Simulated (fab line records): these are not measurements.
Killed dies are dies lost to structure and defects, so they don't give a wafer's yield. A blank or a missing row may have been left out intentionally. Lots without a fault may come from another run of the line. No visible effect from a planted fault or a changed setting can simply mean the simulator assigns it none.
Chamber matching / flow nand harc / rie diel-05 running NHARC_THIN_TSV_ETCH_44: 4 sister chambers
The step etches the open film in CF4/O2, target depth 1594.2 nm, time 797.1 s. 8 wafers are shown with their chamber, then 8 later ones without.

EACH WAFER AND ITS CHAMBER
wafer=L081.6; chamber=2; drypump motor current A (A)=5.4; rf vpp V (V)=790
wafer=L082.1; chamber=0; drypump motor current A (A)=6.1; rf vpp V (V)=793
wafer=L082.2; chamber=1; drypump motor current A (A)=6.0; rf vpp V (V)=796
wafer=L082.4; chamber=2; drypump motor current A (A)=5.5; rf vpp V (V)=792
wafer=L085.1; chamber=1; drypump motor current A (A)=6.0; rf vpp V (V)=794
wafer=L085.3; chamber=0; drypump motor current A (A)=6.1; rf vpp V (V)=794
wafer=L085.4; chamber=3; drypump motor current A (A)=6.5; rf vpp V (V)=802
wafer=L091.1; chamber=3; drypump motor current A (A)=6.5; rf vpp V (V)=801

WAFERS WHOSE CHAMBER IS MISSING
wafer=L091.2; drypump motor current A (A)=5.5; rf vpp V (V)=791
wafer=L091.3; drypump motor current A (A)=6.0; rf vpp V (V)=795
wafer=L097.2; drypump motor current A (A)=6.4; rf vpp V (V)=801
wafer=L097.5; drypump motor current A (A)=5.5; rf vpp V (V)=792
wafer=L097.6; drypump motor current A (A)=6.0; rf vpp V (V)=794
wafer=L096.1; drypump motor current A (A)=6.0; rf vpp V (V)=794
wafer=L096.2; drypump motor current A (A)=6.5; rf vpp V (V)=802
wafer=L096.6; drypump motor current A (A)=6.5; rf vpp V (V)=802

EACH ONE'S CHAMBER
wafer=L091.2; from the rows above=2; in truth=2
wafer=L091.3; from the rows above=1; in truth=1
wafer=L097.2; from the rows above=3; in truth=3
wafer=L097.5; from the rows above=2; in truth=2
wafer=L097.6; from the rows above=can't be placed: 1 or 0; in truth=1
wafer=L096.1; from the rows above=can't be placed: 1 or 0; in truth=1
wafer=L096.2; from the rows above=3; in truth=3
wafer=L096.6; from the rows above=3; in truth=3
Correctly placed: 6 of 8. From these rows, 2 cannot be placed; in 2 the true chamber is one of the candidates. Wrongly placed: 0.
How it was worked out, from the rows above alone: a wafer's distance from a chamber is the root of the sum, over the readings, of the square of ((its reading less the chamber's mean) divided by the reading's scatter). The wafer belongs to the nearest chamber; if the next one is less than 2 further off, it can't be placed. A chamber's mean is the mean of its shown wafers. The scatter: the root of (the sum of the squares of (reading less its chamber's mean) over the shown wafers, divided by (wafers less chambers)).
